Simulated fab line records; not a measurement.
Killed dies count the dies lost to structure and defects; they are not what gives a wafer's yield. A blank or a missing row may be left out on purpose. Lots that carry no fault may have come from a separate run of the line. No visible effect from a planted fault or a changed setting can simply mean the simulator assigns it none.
Split-lot study :: flow n5_finfet :: 39 wafers read from 7 lots, route of 1938 steps

## THE SPLIT ITSELF
At N5_DUMMY_GATE_ETCH_31 (etches SiO2 in C4F6/O2, target depth 82.5 nm, time 27.5 s), the setting target_depth_a was moved away from the recipe's 825 angstrom on 18 of the 39 wafers read, by -12.6% to +5.9%. The other wafers ran this setting at the recipe's value.

The reading comes from the split's own step.

## THE READING
SOC_of_DUMMY_GATE_COAT_34.thk_nm (the simulator's own value, which no gauge read), in nm, at N5_DUMMY_GATE_ETCH_31 (etches SiO2 in C4F6/O2, target depth 82.5 nm, time 27.5 s). The file gives no usual value for it. Average 51.9 nm, standard deviation 0.2 nm, over the 21 wafers here run with the recipe.

wafer: L082.1
tool, chamber at the split: rie_diel-02, 3
target_depth_a as run, angstrom: 874
against the recipe: +5.9%
SOC_of_DUMMY_GATE_COAT_34.thk_nm, nm: 51.4
against lot-mates on the recipe: -0.6

wafer: L082.2
tool, chamber at the split: rie_diel-02, 2
target_depth_a as run, angstrom: 874
against the recipe: +5.9%
SOC_of_DUMMY_GATE_COAT_34.thk_nm, nm: 51.6
against lot-mates on the recipe: -0.4

wafer: L082.3
tool, chamber at the split: rie_diel-02, 0,1
target_depth_a as run, angstrom: 825
against the recipe: recipe
SOC_of_DUMMY_GATE_COAT_34.thk_nm, nm: 52
against lot-mates on the recipe: -

wafer: L082.4
tool, chamber at the split: rie_diel-02, 0,1
target_depth_a as run, angstrom: 825
against the recipe: recipe
SOC_of_DUMMY_GATE_COAT_34.thk_nm, nm: 52
against lot-mates on the recipe: -

wafer: L082.5
tool, chamber at the split: rie_diel-02, 3
target_depth_a as run, angstrom: 874
against the recipe: +5.9%
SOC_of_DUMMY_GATE_COAT_34.thk_nm, nm: 51.6
against lot-mates on the recipe: -0.4

wafer: L082.6
tool, chamber at the split: rie_diel-02, 2
target_depth_a as run, angstrom: 825
against the recipe: recipe
SOC_of_DUMMY_GATE_COAT_34.thk_nm, nm: 52
against lot-mates on the recipe: -

wafer: L088.1
tool, chamber at the split: rie_diel-02, 2
target_depth_a as run, angstrom: 739.5
against the recipe: -10.4%
SOC_of_DUMMY_GATE_COAT_34.thk_nm, nm: 52.6
against lot-mates on the recipe: +0.9

wafer: L088.2
tool, chamber at the split: rie_diel-02, 1
target_depth_a as run, angstrom: 825
against the recipe: recipe
SOC_of_DUMMY_GATE_COAT_34.thk_nm, nm: 51.8
against lot-mates on the recipe: -

wafer: L088.3
tool, chamber at the split: rie_diel-02, 3
target_depth_a as run, angstrom: 739.5
against the recipe: -10.4%
SOC_of_DUMMY_GATE_COAT_34.thk_nm, nm: 52.2
against lot-mates on the recipe: +0.5

wafer: L088.4
tool, chamber at the split: rie_diel-02, 0
target_depth_a as run, angstrom: 739.5
against the recipe: -10.4%
SOC_of_DUMMY_GATE_COAT_34.thk_nm, nm: 52.6
against lot-mates on the recipe: +0.9

wafer: L088.5
tool, chamber at the split: rie_diel-02, 3
target_depth_a as run, angstrom: 825
against the recipe: recipe
SOC_of_DUMMY_GATE_COAT_34.thk_nm, nm: 51.6
against lot-mates on the recipe: -

wafer: L088.6
tool, chamber at the split: rie_diel-02, 0
target_depth_a as run, angstrom: 825
against the recipe: recipe
SOC_of_DUMMY_GATE_COAT_34.thk_nm, nm: 51.8
against lot-mates on the recipe: -

wafer: L090.3
tool, chamber at the split: rie_diel-01, 2
target_depth_a as run, angstrom: 825
against the recipe: recipe
SOC_of_DUMMY_GATE_COAT_34.thk_nm, nm: 52.2
against lot-mates on the recipe: -

wafer: L090.5
tool, chamber at the split: rie_diel-01, 1
target_depth_a as run, angstrom: 825
against the recipe: recipe
SOC_of_DUMMY_GATE_COAT_34.thk_nm, nm: 51.8
against lot-mates on the recipe: -

wafer: L090.6
tool, chamber at the split: rie_diel-01, 0
target_depth_a as run, angstrom: 825
against the recipe: recipe
SOC_of_DUMMY_GATE_COAT_34.thk_nm, nm: 51.6
against lot-mates on the recipe: -

wafer: L091.1
tool, chamber at the split: rie_diel-03, 1
target_depth_a as run, angstrom: 825
against the recipe: recipe
SOC_of_DUMMY_GATE_COAT_34.thk_nm, nm: 51.8
against lot-mates on the recipe: -

wafer: L091.2
tool, chamber at the split: rie_diel-03, 2
target_depth_a as run, angstrom: 721
against the recipe: -12.6%
SOC_of_DUMMY_GATE_COAT_34.thk_nm, nm: 52.8
against lot-mates on the recipe: +1.1

wafer: L091.3
tool, chamber at the split: rie_diel-03, 3
target_depth_a as run, angstrom: 721
against the recipe: -12.6%
SOC_of_DUMMY_GATE_COAT_34.thk_nm, nm: 52.6
against lot-mates on the recipe: +0.9

wafer: L091.4
tool, chamber at the split: rie_diel-03, 0
target_depth_a as run, angstrom: 825
against the recipe: recipe
SOC_of_DUMMY_GATE_COAT_34.thk_nm, nm: 51.6
against lot-mates on the recipe: -

wafer: L091.5
tool, chamber at the split: rie_diel-03, 2
target_depth_a as run, angstrom: 721
against the recipe: -12.6%
SOC_of_DUMMY_GATE_COAT_34.thk_nm, nm: 52.6
against lot-mates on the recipe: +0.9

wafer: L091.6
tool, chamber at the split: rie_diel-03, 3
target_depth_a as run, angstrom: 825
against the recipe: recipe
SOC_of_DUMMY_GATE_COAT_34.thk_nm, nm: 51.8
against lot-mates on the recipe: -

wafer: L094.1
tool, chamber at the split: rie_diel-01, 2
target_depth_a as run, angstrom: 825
against the recipe: recipe
SOC_of_DUMMY_GATE_COAT_34.thk_nm, nm: 52
against lot-mates on the recipe: -

wafer: L094.2
tool, chamber at the split: rie_diel-01, 1
target_depth_a as run, angstrom: 825
against the recipe: recipe
SOC_of_DUMMY_GATE_COAT_34.thk_nm, nm: 51.8
against lot-mates on the recipe: -

wafer: L094.3
tool, chamber at the split: rie_diel-01, 3
target_depth_a as run, angstrom: 745.1
against the recipe: -9.7%
SOC_of_DUMMY_GATE_COAT_34.thk_nm, nm: 52.6
against lot-mates on the recipe: +0.8

wafer: L094.4
tool, chamber at the split: rie_diel-01, 0
target_depth_a as run, angstrom: 745.1
against the recipe: -9.7%
SOC_of_DUMMY_GATE_COAT_34.thk_nm, nm: 52.6
against lot-mates on the recipe: +0.8

wafer: L094.5
tool, chamber at the split: rie_diel-01, 0
target_depth_a as run, angstrom: 825
against the recipe: recipe
SOC_of_DUMMY_GATE_COAT_34.thk_nm, nm: 51.6
against lot-mates on the recipe: -

wafer: L094.6
tool, chamber at the split: rie_diel-01, 3
target_depth_a as run, angstrom: 745.1
against the recipe: -9.7%
SOC_of_DUMMY_GATE_COAT_34.thk_nm, nm: 52.6
against lot-mates on the recipe: +0.8

wafer: L095.1
tool, chamber at the split: rie_diel-02, 1
target_depth_a as run, angstrom: 736.8
against the recipe: -10.7%
SOC_of_DUMMY_GATE_COAT_34.thk_nm, nm: 52.8
against lot-mates on the recipe: +1.0

wafer: L095.2
tool, chamber at the split: rie_diel-02, 3
target_depth_a as run, angstrom: 825
against the recipe: recipe
SOC_of_DUMMY_GATE_COAT_34.thk_nm, nm: 51.6
against lot-mates on the recipe: -

wafer: L095.3
tool, chamber at the split: rie_diel-02, 2
target_depth_a as run, angstrom: 825
against the recipe: recipe
SOC_of_DUMMY_GATE_COAT_34.thk_nm, nm: 51.8
against lot-mates on the recipe: -

wafer: L095.4
tool, chamber at the split: rie_diel-02, 0
target_depth_a as run, angstrom: 825
against the recipe: recipe
SOC_of_DUMMY_GATE_COAT_34.thk_nm, nm: 52
against lot-mates on the recipe: -

wafer: L095.5
tool, chamber at the split: rie_diel-02, 0
target_depth_a as run, angstrom: 736.8
against the recipe: -10.7%
SOC_of_DUMMY_GATE_COAT_34.thk_nm, nm: 52.8
against lot-mates on the recipe: +1.0

wafer: L095.6
tool, chamber at the split: rie_diel-02, 1
target_depth_a as run, angstrom: 736.8
against the recipe: -10.7%
SOC_of_DUMMY_GATE_COAT_34.thk_nm, nm: 52.8
against lot-mates on the recipe: +1.0

wafer: L097.1
tool, chamber at the split: rie_diel-02, 2
target_depth_a as run, angstrom: 729.1
against the recipe: -11.6%
SOC_of_DUMMY_GATE_COAT_34.thk_nm, nm: 53.2
against lot-mates on the recipe: +1.1

wafer: L097.2
tool, chamber at the split: rie_diel-02, 1
target_depth_a as run, angstrom: 825
against the recipe: recipe
SOC_of_DUMMY_GATE_COAT_34.thk_nm, nm: 52.2
against lot-mates on the recipe: -

wafer: L097.3
tool, chamber at the split: rie_diel-02, 0
target_depth_a as run, angstrom: 825
against the recipe: recipe
SOC_of_DUMMY_GATE_COAT_34.thk_nm, nm: 52
against lot-mates on the recipe: -

wafer: L097.4
tool, chamber at the split: rie_diel-02, 3
target_depth_a as run, angstrom: 729.1
against the recipe: -11.6%
SOC_of_DUMMY_GATE_COAT_34.thk_nm, nm: 52.8
against lot-mates on the recipe: +0.7

wafer: L097.5
tool, chamber at the split: rie_diel-02, 3
target_depth_a as run, angstrom: 729.1
against the recipe: -11.6%
SOC_of_DUMMY_GATE_COAT_34.thk_nm, nm: 52.8
against lot-mates on the recipe: +0.7

wafer: L097.6
tool, chamber at the split: rie_diel-02, 0
target_depth_a as run, angstrom: 825
against the recipe: recipe
SOC_of_DUMMY_GATE_COAT_34.thk_nm, nm: 52.2
against lot-mates on the recipe: -
The file does not say which wafer passed through which chamber wherever a row lists several chambers: such a row stands for several wafers.

THE FIT
A straight line over all 39 wafers: SOC_of_DUMMY_GATE_COAT_34.thk_nm changes by -0.0727 nm for each +1% of target_depth_a; r = -0.91; the points scatter about the line by 0.2 nm.
The same after taking each lot's own level away (the mean of its wafers on the recipe; 39 wafers): -0.0773 nm for each +1%; r = -0.95; scatter 0.15 nm.
Per that fit: largest target_depth_a move, reading shift of 0.97 nm.
Across the lots, their own levels run from 51.73 to 52.13 nm, a range of 2.0 times the standard deviation given above.
Consequently the slope shifts little with the lot-to-lot level, the two slopes agreeing.
Check: +0.967 nm against its lot-mates is what the line predicts for one of the wafers moved furthest among these (-12.6%) when that wafer is left out of the fit. It came out at +1.07 nm against them.

## ADDITIONAL SPLITS CARRIED BY THESE WAFERS
These wafers also went through other splits before the reading. Each is held against what the fit with the lots' levels taken away leaves over:
other split on the same wafers: N5_FIN_CUT_ETCH_21 time_s
wafers away from the commonest value: 15
r with SOC_of_DUMMY_GATE_COAT_34.thk_nm (lot level and that fit taken away): +0.04

other split on the same wafers: N5_DUMMY_GATE_EXPOSE_12 dose_mj
wafers away from the commonest value: 15
r with SOC_of_DUMMY_GATE_COAT_34.thk_nm (lot level and that fit taken away): +0.10

## THE WHOLE CHAIN: every reading that the file lists as answering this split, in the file's order
step: N5_DUMMY_GATE_ETCH_31
what it does: etches SiO2 in C4F6/O2, target depth 82.5 nm, time 27.5 s
reading: etch.depth_nm (the simulator's own value, which no gauge read)
change (the file's fit): +0.798 nm for each +1% of the setting
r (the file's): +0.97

step: N5_DUMMY_GATE_ETCH_31
what it does: etches SiO2 in C4F6/O2, target depth 82.5 nm, time 27.5 s
reading: SOC_of_DUMMY_GATE_COAT_34.thk_nm (the simulator's own value, which no gauge read)
change (the file's fit): -0.0773 nm for each +1% of the setting
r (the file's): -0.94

## THE FILE'S OWN FIT
SOC_of_DUMMY_GATE_COAT_34.thk_nm changes by -0.0773 nm for each +1% of target_depth_a, r = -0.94.
